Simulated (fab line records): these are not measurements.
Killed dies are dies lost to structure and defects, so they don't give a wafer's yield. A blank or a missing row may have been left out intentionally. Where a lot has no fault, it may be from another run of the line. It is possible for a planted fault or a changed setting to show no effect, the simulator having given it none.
Matching of chambers :: flow n5Finfet :: 4 sister chambers for N5_BEOL_M9_ETCH_65 on rieDiel-06
The step etches SiARC in CF4, target depth 15.6 nm, time 26 s. 4 wafers are shown with their chamber, then 7 later ones without.

== WAFERS PAIRED WITH THEIR CHAMBERS ==
wafer: L077.1
chamber: 1
showerheadPlenumPTorr (Torr): 2.10

wafer: L078.5
chamber: 2
showerheadPlenumPTorr (Torr): 2.15

wafer: L079.1
chamber: 3
showerheadPlenumPTorr (Torr): 2.02

wafer: L086.5
chamber: 0
showerheadPlenumPTorr (Torr): 2.21

== WAFERS WHOSE CHAMBER IS MISSING ==
wafer: L086.6
showerheadPlenumPTorr (Torr): 2.27

wafer: L089.1
showerheadPlenumPTorr (Torr): 2.09

wafer: L089.2
showerheadPlenumPTorr (Torr): 2.20

wafer: L089.3
showerheadPlenumPTorr (Torr): 2.26

wafer: L082.1
showerheadPlenumPTorr (Torr): 2.09

wafer: L082.3
showerheadPlenumPTorr (Torr): 2.26

wafer: L082.6
showerheadPlenumPTorr (Torr): 2.26

== WHICH CHAMBER EACH WENT THROUGH ==
wafer: L086.6
from the rows above: can't be placed: 0 or 2
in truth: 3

wafer: L089.1
from the rows above: can't be placed: 1 or 2 or 3
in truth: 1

wafer: L089.2
from the rows above: can't be placed: 0 or 2
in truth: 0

wafer: L089.3
from the rows above: can't be placed: 0 or 2
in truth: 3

wafer: L082.1
from the rows above: can't be placed: 1 or 2 or 3
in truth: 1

wafer: L082.3
from the rows above: can't be placed: 0 or 2
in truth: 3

wafer: L082.6
from the rows above: can't be placed: 0 or 2
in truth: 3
Placed correctly: 0 of 7. Cannot be placed on the basis of these rows: 7; the candidates contain the true chamber in 3. Number placed wrongly: 0.
How it was worked out, from the rows above alone: a wafer's distance from a chamber is the root of the sum, over the readings, of the square of ((its reading less the chamber's mean) divided by the reading's scatter). If the next closest chamber is less than 2 further off than the closest, the wafer can't be placed; otherwise it belongs to the closest. Each chamber's mean is taken over the wafers shown for it. The scatter: with one shown wafer a chamber, the root of the mean of the squares of how far each hidden wafer lies from its nearest shown one.
